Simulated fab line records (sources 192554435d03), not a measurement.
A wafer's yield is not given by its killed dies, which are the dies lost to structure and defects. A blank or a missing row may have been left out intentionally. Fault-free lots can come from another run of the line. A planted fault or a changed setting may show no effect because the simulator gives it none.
Matching of chambers + flow n5-finfet + N5_BEOL_M2_ALD_84 on ald-metal-03 has 4 sister chambers
The step deposits TaN, pulse time 2 s, purge time 3 s, co reactant purge time 2 s. 4 wafers are shown with their chamber, then 8 later ones without.

== WAFERS WITH THEIR CHAMBER ==
| wafer  | chamber | heater-power-w (W) |
|--------|---------|--------------------|
| L083.4 | 0       | 379                |
| L083.5 | 1       | 487                |
| L087.2 | 3       | 427                |
| L090.1 | 2       | 475                |

== WAFERS WITH NO CHAMBER GIVEN ==
| wafer  | heater-power-w (W) |
|--------|--------------------|
| L090.5 | 473                |
| L090.6 | 487                |
| L093.3 | 379                |
| L093.4 | 422                |
| L093.5 | 420                |
| L096.1 | 386                |
| L096.2 | 469                |
| L096.3 | 486                |

== EACH ONE'S CHAMBER ==
| wafer  | from the rows above | in truth |
|--------|---------------------|----------|
| L090.5 | 2                   | 2        |
| L090.6 | 1                   | 1        |
| L093.3 | 0                   | 0        |
| L093.4 | 3                   | 3        |
| L093.5 | 3                   | 3        |
| L096.1 | 0                   | 0        |
| L096.2 | 2                   | 2        |
| L096.3 | 1                   | 1        |
Placed correctly: 8 of 8. Can't be placed from these rows: 0. 0 placed wrongly.
How it was worked out, from the rows above alone: a wafer's distance from a chamber is the root of the sum, over the readings, of the square of ((its reading less the chamber's mean) divided by the reading's scatter). The wafer belongs to the nearest chamber; if the next one is less than 2 further off, it can't be placed. Each chamber's mean is taken over the wafers shown for it. The scatter: with one shown wafer a chamber, the root of the mean of the squares of how far each hidden wafer lies from its nearest shown one.
